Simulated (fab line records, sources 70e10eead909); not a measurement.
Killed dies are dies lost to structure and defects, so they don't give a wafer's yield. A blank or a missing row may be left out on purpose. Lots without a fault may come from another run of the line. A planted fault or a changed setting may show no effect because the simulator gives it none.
Chamber matching | flow nand_harc | NHARC_A_CONTACT_ETCH_110 on rie_diel-08: 4 sister chambers
The step etches the open film in CF4/O2, target depth 60 nm, overetch 6 nm, time 33 s. 14 wafers are shown with their chamber, then 7 later ones without.

WAFERS WITH THEIR CHAMBER
wafer  | chamber | showerhead_plenum_p_Torr (Torr) | drypump_motor_current_A (A) | rf_vpp_V (V)
L755.2 | 2       | 1.40                            | 5.27                        | 200.2
L755.4 | 0       | 1.32                            | 5.62                        | 197.7
L755.5 | 3       | 1.40                            | 5.63                        | 198.9
L754.2 | 3       | 1.40                            | 5.57                        | 198.8
L754.4 | 0       | 1.32                            | 5.64                        | 197.1
L754.6 | 0       | 1.32                            | 5.65                        | 196.7
L758.2 | 3       | 1.40                            | 5.60                        | 198.0
L758.4 | 0       | 1.32                            | 5.63                        | 196.7
L762.4 | 3       | 1.40                            | 5.60                        | 198.6
L762.6 | 1       | 1.31                            | 6.16                        | 196.8
L764.2 | 0       | 1.32                            | 5.66                        | 197.7
L764.6 | 2       | 1.39                            | 5.29                        | 199.0
L769.1 | 3       | 1.40                            | 5.65                        | 198.4
L769.3 | 1       | 1.31                            | 6.14                        | 196.5

SIGNATURES (means of the wafers above)
reading                  | chamber 0 | chamber 1 | chamber 2 | chamber 3 | scatter within a chamber
showerhead_plenum_p_Torr | 1.3200    | 1.3100    | 1.3950    | 1.4000    | 0.00224
drypump_motor_current_A  | 5.6400    | 6.1500    | 5.2800    | 5.6100    | 0.0228
rf_vpp_V                 | 197.180   | 196.650   | 199.600   | 198.540   | 0.478
Rule: a wafer's distance from a chamber is the root of the sum, over the readings, of the square of ((its reading less the chamber's mean) divided by the reading's scatter). The wafer belongs to the nearest chamber; if the next one is less than 2 further off, it can't be placed. The scatter: the root of (the sum of the squares of (reading less its chamber's mean) over the shown wafers, divided by (wafers less chambers)).

WAFERS WITHOUT THEIR CHAMBER
wafer  | showerhead_plenum_p_Torr (Torr) | drypump_motor_current_A (A) | rf_vpp_V (V)
L769.6 | 1.31                            | 5.64                        | 197.2
L774.2 | 1.39                            | 5.27                        | 199.2
L774.3 | 1.40                            | 5.57                        | 200.2
L774.4 | 1.31                            | 5.63                        | 195.9
L775.1 | 1.40                            | 5.60                        | 199.6
L775.3 | 1.39                            | 5.27                        | 199.7
L775.6 | 1.40                            | 5.60                        | 199.9

WHICH CHAMBER EACH WENT THROUGH
wafer  | from the rows above | in truth
L769.6 | 0                   | 0
L774.2 | 2                   | 2
L774.3 | 3                   | 3
L774.4 | 0                   | 0
L775.1 | 3                   | 3
L775.3 | 2                   | 2
L775.6 | 3                   | 3
Placed correctly: 7 of 7. Can't be placed from these rows: 0. Placed wrongly: 0.
